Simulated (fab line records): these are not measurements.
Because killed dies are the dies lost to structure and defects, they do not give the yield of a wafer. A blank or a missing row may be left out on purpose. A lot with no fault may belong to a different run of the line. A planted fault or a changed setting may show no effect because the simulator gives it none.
Which tool was responsible? :: flow nandHarc :: Sampling: 24 lots, 72 wafers, 2 of 1302 route steps

== WHAT THE GAUGES SHOWED, per wafer ==
NHARC_A_CHANNEL_HOLE_D2_INSPECT_40. Usual: 284 for rawDefectCount, sd 80.
lot: L074
measured: day 13 08:22
on: defectInspect-02
rawDefectCount: 171 146 220
flag: 

lot: L075
measured: day 13 15:36
on: defectInspect-01
rawDefectCount: 244 327 350
flag: 

lot: L076
measured: day 14 07:12
on: defectInspect-02
rawDefectCount: 549 373 442
flag: 

lot: L078
measured: day 15 05:25
on: defectInspect-02
rawDefectCount: 370 265 235
flag: 

lot: L077
measured: day 15 06:06
on: defectInspect-02
rawDefectCount: 233 143 172
flag: 

lot: L079
measured: day 15 09:34
on: defectInspect-01
rawDefectCount: 189 215 182
flag: 

lot: L080
measured: day 15 17:34
on: defectInspect-02
rawDefectCount: 278 339 440
flag: 

lot: L081
measured: day 16 05:57
on: defectInspect-01
rawDefectCount: 209 229 279
flag: 

lot: L083
measured: day 16 22:03
on: defectInspect-02
rawDefectCount: 359 416 403
flag: 

lot: L082
measured: day 17 02:13
on: defectInspect-02
rawDefectCount: 305 335 237
flag: 

lot: L084
measured: day 17 11:01
on: defectInspect-02
rawDefectCount: 246 215 397
flag: 

lot: L085
measured: day 18 00:16
on: defectInspect-02
rawDefectCount: 341 553 297
flag: 

lot: L086
measured: day 18 07:50
on: defectInspect-02
rawDefectCount: 196 227 197
flag: 

lot: L088
measured: day 19 05:50
on: defectInspect-02
rawDefectCount: 364 307 374
flag: 

lot: L089
measured: day 19 07:00
on: defectInspect-01
rawDefectCount: 299 293 181
flag: 

lot: L087
measured: day 19 10:00
on: defectInspect-02
rawDefectCount: 296 263 370
flag: 

lot: L090
measured: day 20 04:57
on: defectInspect-01
rawDefectCount: 206 238 367
flag: 

lot: L091
measured: day 20 15:31
on: defectInspect-01
rawDefectCount: 324 333 213
flag: 

lot: L092
measured: day 21 01:40
on: defectInspect-02
rawDefectCount: 313 310 360
flag: 

lot: L093
measured: day 21 08:47
on: defectInspect-01
rawDefectCount: 238 142 256
flag: 

lot: L094
measured: day 21 23:44
on: defectInspect-02
rawDefectCount: 331 227 333
flag: 

lot: L096
measured: day 22 07:46
on: defectInspect-02
rawDefectCount: 278 172 376
flag: 

lot: L095
measured: day 22 11:13
on: defectInspect-01
rawDefectCount: 322 270 275
flag: 

lot: L097
measured: day 23 14:29
on: defectInspect-01
rawDefectCount: 232 212 195
flag: 

== WHAT TOOL EACH LOT RAN ON (gives the tool, then ch and the chambers of the sampled wafers, and finally the start) ==
lot: L074
NHARC_A_CHANNEL_HOLE_D2_ETCH_26: harEtch-01 ch 0,1, day 13 06:26

lot: L075
NHARC_A_CHANNEL_HOLE_D2_ETCH_26: harEtch-02 ch 0,1, day 13 13:34

lot: L076
NHARC_A_CHANNEL_HOLE_D2_ETCH_26: harEtch-02 ch 0,1, day 14 05:20

lot: L078
NHARC_A_CHANNEL_HOLE_D2_ETCH_26: harEtch-02 ch 0,1, day 15 03:33

lot: L077
NHARC_A_CHANNEL_HOLE_D2_ETCH_26: harEtch-01 ch 0,1, day 15 04:10

lot: L079
NHARC_A_CHANNEL_HOLE_D2_ETCH_26: harEtch-02 ch 0,1, day 15 07:43

lot: L080
NHARC_A_CHANNEL_HOLE_D2_ETCH_26: harEtch-02 ch 0,1, day 15 15:40

lot: L081
NHARC_A_CHANNEL_HOLE_D2_ETCH_26: harEtch-01 ch 0,1, day 16 04:04

lot: L083
NHARC_A_CHANNEL_HOLE_D2_ETCH_26: harEtch-01 ch 0,1, day 16 20:06

lot: L082
NHARC_A_CHANNEL_HOLE_D2_ETCH_26: harEtch-01 ch 0,1, day 17 00:21

lot: L084
NHARC_A_CHANNEL_HOLE_D2_ETCH_26: harEtch-01 ch 0,1, day 17 09:05

lot: L085
NHARC_A_CHANNEL_HOLE_D2_ETCH_26: harEtch-01 ch 0,1, day 17 22:20

lot: L086
NHARC_A_CHANNEL_HOLE_D2_ETCH_26: harEtch-02 ch 0,1, day 18 05:16

lot: L088
NHARC_A_CHANNEL_HOLE_D2_ETCH_26: harEtch-01 ch 1, day 19 03:57

lot: L089
NHARC_A_CHANNEL_HOLE_D2_ETCH_26: harEtch-02 ch 0, day 19 05:02

lot: L087
NHARC_A_CHANNEL_HOLE_D2_ETCH_26: harEtch-01 ch 0,1, day 19 08:04

lot: L090
NHARC_A_CHANNEL_HOLE_D2_ETCH_26: harEtch-02 ch 0,1, day 20 03:01

lot: L091
NHARC_A_CHANNEL_HOLE_D2_ETCH_26: harEtch-02 ch 0, day 20 13:36

lot: L092
NHARC_A_CHANNEL_HOLE_D2_ETCH_26: harEtch-02 ch 0,1, day 20 23:44

lot: L093
NHARC_A_CHANNEL_HOLE_D2_ETCH_26: harEtch-02 ch 0,1, day 21 06:52

lot: L094
NHARC_A_CHANNEL_HOLE_D2_ETCH_26: harEtch-02 ch 1, day 21 21:49

lot: L096
NHARC_A_CHANNEL_HOLE_D2_ETCH_26: harEtch-02 ch 0,1, day 22 05:54

lot: L095
NHARC_A_CHANNEL_HOLE_D2_ETCH_26: harEtch-01 ch 1, day 22 09:19

lot: L097
NHARC_A_CHANNEL_HOLE_D2_ETCH_26: harEtch-02 ch 0,1, day 23 12:35
- NHARC_A_CHANNEL_HOLE_D2_ETCH_26: etches the open film in C4F8/O2/Ar, time 224.1 s, target depth 300 nm.

== WHAT THE TOOLS THEMSELVES READ (means of the sampled wafers that have a number; where no wafer has one, the mark that the record gives instead) ==
NHARC_A_CHANNEL_HOLE_D2_ETCH_26. Usual: drypumpMotorCurrentA 5.7 A, standard deviation 0.4; showerheadPlenumPTorr 3.69 Torr, standard deviation 0.15; throttleValvePct 24.583 %, standard deviation 0.0095.
lot: L074
tool: harEtch-01
drypumpMotorCurrentA (A): 5.5
showerheadPlenumPTorr (Torr): 3.67
throttleValvePct (%): 24.576
flag: 

lot: L075
tool: harEtch-02
drypumpMotorCurrentA (A): 5.7
showerheadPlenumPTorr (Torr): 3.66
throttleValvePct (%): 24.582
flag: 

lot: L076
tool: harEtch-02
drypumpMotorCurrentA (A): 5.8
showerheadPlenumPTorr (Torr): 3.58
throttleValvePct (%): 24.590
flag: 

lot: L078
tool: harEtch-02
drypumpMotorCurrentA (A): 5.8
showerheadPlenumPTorr (Torr): 3.57
throttleValvePct (%): 24.578
flag: 

lot: L077
tool: harEtch-01
drypumpMotorCurrentA (A): 6.0
showerheadPlenumPTorr (Torr): 3.61
throttleValvePct (%): 24.580
flag: 

lot: L079
tool: harEtch-02
drypumpMotorCurrentA (A): 5.8
showerheadPlenumPTorr (Torr): 3.57
throttleValvePct (%): 24.588
flag: 

lot: L080
tool: harEtch-02
drypumpMotorCurrentA (A): 5.8
showerheadPlenumPTorr (Torr): 3.56
throttleValvePct (%): 24.583
flag: 

lot: L081
tool: harEtch-01
drypumpMotorCurrentA (A): 5.5
showerheadPlenumPTorr (Torr): 3.65
throttleValvePct (%): 24.585
flag: 

lot: L083
tool: harEtch-01
drypumpMotorCurrentA (A): 6.0
showerheadPlenumPTorr (Torr): 3.60
throttleValvePct (%): 24.585
flag: 

lot: L082
tool: harEtch-01
drypumpMotorCurrentA (A): 5.9
showerheadPlenumPTorr (Torr): 3.59
throttleValvePct (%): 24.592
flag: 

lot: L084
tool: harEtch-01
drypumpMotorCurrentA (A): 5.5
showerheadPlenumPTorr (Torr): 3.63
throttleValvePct (%): 24.583
flag: 

lot: L085
tool: harEtch-01
drypumpMotorCurrentA (A): 5.5
showerheadPlenumPTorr (Torr): 3.63
throttleValvePct (%): 24.581
flag: 

lot: L086
tool: harEtch-02
drypumpMotorCurrentA (A): 5.7
showerheadPlenumPTorr (Torr): 3.80
throttleValvePct (%): 24.582
flag: 

lot: L088
tool: harEtch-01
drypumpMotorCurrentA (A): 5.1
showerheadPlenumPTorr (Torr): 3.67
throttleValvePct (%): 24.584
flag: 

lot: L089
tool: harEtch-02
drypumpMotorCurrentA (A): 5.7
showerheadPlenumPTorr (Torr): 3.69
throttleValvePct (%): 24.583
flag: 

lot: L087
tool: harEtch-01
drypumpMotorCurrentA (A): 6.0
showerheadPlenumPTorr (Torr): 3.57
throttleValvePct (%): 24.590
flag: 

lot: L090
tool: harEtch-02
drypumpMotorCurrentA (A): 5.8
showerheadPlenumPTorr (Torr): 3.88
throttleValvePct (%): 24.591
flag: 

lot: L091
tool: harEtch-02
drypumpMotorCurrentA (A): 5.7
showerheadPlenumPTorr (Torr): 3.68
throttleValvePct (%): 24.575
flag: 

lot: L092
tool: harEtch-02
drypumpMotorCurrentA (A): 5.7
showerheadPlenumPTorr (Torr): 3.77
throttleValvePct (%): 24.581
flag: 

lot: L093
tool: harEtch-02
drypumpMotorCurrentA (A): 5.7
showerheadPlenumPTorr (Torr): 3.77
throttleValvePct (%): 24.581
flag: 

lot: L094
tool: harEtch-02
drypumpMotorCurrentA (A): 5.8
showerheadPlenumPTorr (Torr): 3.96
throttleValvePct (%): 24.579
flag: 

lot: L096
tool: harEtch-02
drypumpMotorCurrentA (A): 5.8
showerheadPlenumPTorr (Torr): 3.86
throttleValvePct (%): 24.581
flag: 

lot: L095
tool: harEtch-01
drypumpMotorCurrentA (A): 5.1
showerheadPlenumPTorr (Torr): 3.64
throttleValvePct (%): 24.574
flag: 

lot: L097
tool: harEtch-02
drypumpMotorCurrentA (A): 5.8
showerheadPlenumPTorr (Torr): 3.85
throttleValvePct (%): 24.587
flag: 

== THE ANSWER, worked out from the rows above alone ==
Rule: lot off if the mean of its wafers having a number is beyond 3 standard deviations from the usual mean. A lot without any number at a reading at which 4 lots or more have one is off too. The other lots that the step has rows for count as sound. After the gauges, taken in route order, come the tools' own readings; for these a lot's mean is taken, as printed above. At the first step where some lot is off, the reading lying furthest off is the one used; lots without a number count as furthest.
No lot is off at any reading shown: from this, nothing can be told.

== WHAT HAD BEEN PUT IN BY THE SIMULATOR ==
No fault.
